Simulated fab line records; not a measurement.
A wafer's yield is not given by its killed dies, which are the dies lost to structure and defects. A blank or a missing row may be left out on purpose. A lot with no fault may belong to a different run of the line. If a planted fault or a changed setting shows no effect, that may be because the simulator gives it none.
Matching of chambers / flow n5Finfet / N5_BEOL_M0_SAQP_ETCH_106 on rieDiel-04 has 4 sister chambers
The step etches SOC in N2/H2, stops on SiNx, target depth 150 nm. 4 wafers are shown with their chamber, then 10 later ones without.

EACH WAFER AND ITS CHAMBER
wafer=L089.2; chamber=1; showerheadPlenumPTorr (Torr)=2.58
wafer=L090.6; chamber=3; showerheadPlenumPTorr (Torr)=2.44
wafer=L091.1; chamber=2; showerheadPlenumPTorr (Torr)=2.40
wafer=L091.2; chamber=0; showerheadPlenumPTorr (Torr)=2.48

WAFERS MISSING THEIR CHAMBER
wafer=L091.4; showerheadPlenumPTorr (Torr)=2.57
wafer=L094.3; showerheadPlenumPTorr (Torr)=2.48
wafer=L094.4; showerheadPlenumPTorr (Torr)=2.40
wafer=L094.5; showerheadPlenumPTorr (Torr)=2.43
wafer=L095.1; showerheadPlenumPTorr (Torr)=2.43
wafer=L095.3; showerheadPlenumPTorr (Torr)=2.48
wafer=L095.4; showerheadPlenumPTorr (Torr)=2.40
wafer=L096.1; showerheadPlenumPTorr (Torr)=2.43
wafer=L096.3; showerheadPlenumPTorr (Torr)=2.57
wafer=L096.4; showerheadPlenumPTorr (Torr)=2.40

CHAMBER TAKEN BY EACH
wafer=L091.4; from the rows above=1; in truth=1
wafer=L094.3; from the rows above=0; in truth=0
wafer=L094.4; from the rows above=2; in truth=2
wafer=L094.5; from the rows above=3; in truth=3
wafer=L095.1; from the rows above=3; in truth=3
wafer=L095.3; from the rows above=0; in truth=0
wafer=L095.4; from the rows above=2; in truth=2
wafer=L096.1; from the rows above=3; in truth=3
wafer=L096.3; from the rows above=1; in truth=1
wafer=L096.4; from the rows above=2; in truth=2
Correct placement for 10 of the 10. Not placeable from these rows: 0. Placed wrongly: 0.
How it was worked out, from the rows above alone: a wafer's distance from a chamber is the root of the sum, over the readings, of the square of ((its reading less the chamber's mean) divided by the reading's scatter). If the next closest chamber is less than 2 further off than the closest, the wafer can't be placed; otherwise it belongs to the closest. Each chamber's mean is taken over the wafers shown for it. The scatter (one wafer shown for each chamber): square how far every hidden wafer sits from the nearest shown wafer, average those squares and take the square root.
